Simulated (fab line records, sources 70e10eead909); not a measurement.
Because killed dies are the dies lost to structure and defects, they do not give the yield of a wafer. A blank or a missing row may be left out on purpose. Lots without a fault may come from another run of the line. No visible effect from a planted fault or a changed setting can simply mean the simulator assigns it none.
One fault through the eyes of 2 desks -- flow nandHarc -- each desk holds nothing but its own numbers, with what lay behind them at the end

== THE METROLOGY DESK ==
Means of the sampled wafers that have a number, per lot and without regard to the tool the lot ran on: this is what the gauges read. Any lot whose mean is over 4 standard deviations away from the usual mean is out of limits and marked OUT; that distance is given in the brackets.
Columns: A = thkNm at NHARC_A_ONON_D2_THK_MEAS_24, usual 1001 nm
lot,first seen here,A
L784,day 12 21:27,1016
L785,day 13 17:04,982
L786,day 13 17:04,997
L788,day 14 18:05,1009
L792,day 16 07:49,992
L793,day 16 23:41,713 (-33) OUT
L794,day 17 08:45,712 (-33) OUT
L801,day 20 08:25,995
L802,day 20 08:26,988
L803,day 21 01:54,998
L804,day 21 01:54,1012
L806,day 22 04:01,1001
L805,day 22 04:02,1007
This desk's verdict: out of limits on L793, L794, starting with L793 at day 16 23:41 (thkNm at NHARC_A_ONON_D2_THK_MEAS_24). L784, L785, L786, L788, L792, L801, L802, L803, L804, L806, L805: within limits.

== THE TOOL OWNER'S DESK: pecvdOnon-04 ==
The tool's own readings at NHARC_A_ONON_D2_DEP_22 (target thk 1000 nm): means of the sampled wafers that have a number, for each lot that ran on this tool. Any lot whose mean is over 4 standard deviations away from the usual mean is out of limits and marked OUT; that distance is given in the brackets.
Columns: A = nh3FlowSccm at NHARC_A_ONON_D2_DEP_22, usual 500.2 sccm
lot,first seen here,A
L785,day 13 16:37,501.5
L793,day 16 23:17,499.5
L794,day 17 08:14,498.0
L802,day 20 07:59,500.1
L805,day 22 03:37,501.0
This desk's verdict: no lot among the 5 shows anything out of limits.

== BROUGHT TOGETHER ==
The metrology desk could have raised an alarm at day 16 23:41, on L793, L794.
The desk of the tool owner found nothing out of limits.
On record at the tool owner's desk: L793, L794, within its limits.
Of the lots named, all ran NHARC_A_ONON_D2_DEP_22 on pecvdOnon-04.

== WHAT HAD BEEN PUT IN BY THE SIMULATOR ==
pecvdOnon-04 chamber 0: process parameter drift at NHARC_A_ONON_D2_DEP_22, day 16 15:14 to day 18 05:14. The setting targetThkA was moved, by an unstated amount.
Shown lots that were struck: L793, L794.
Delay in hours, fault start to first out-of-limits reading, per desk: metrology desk 8.
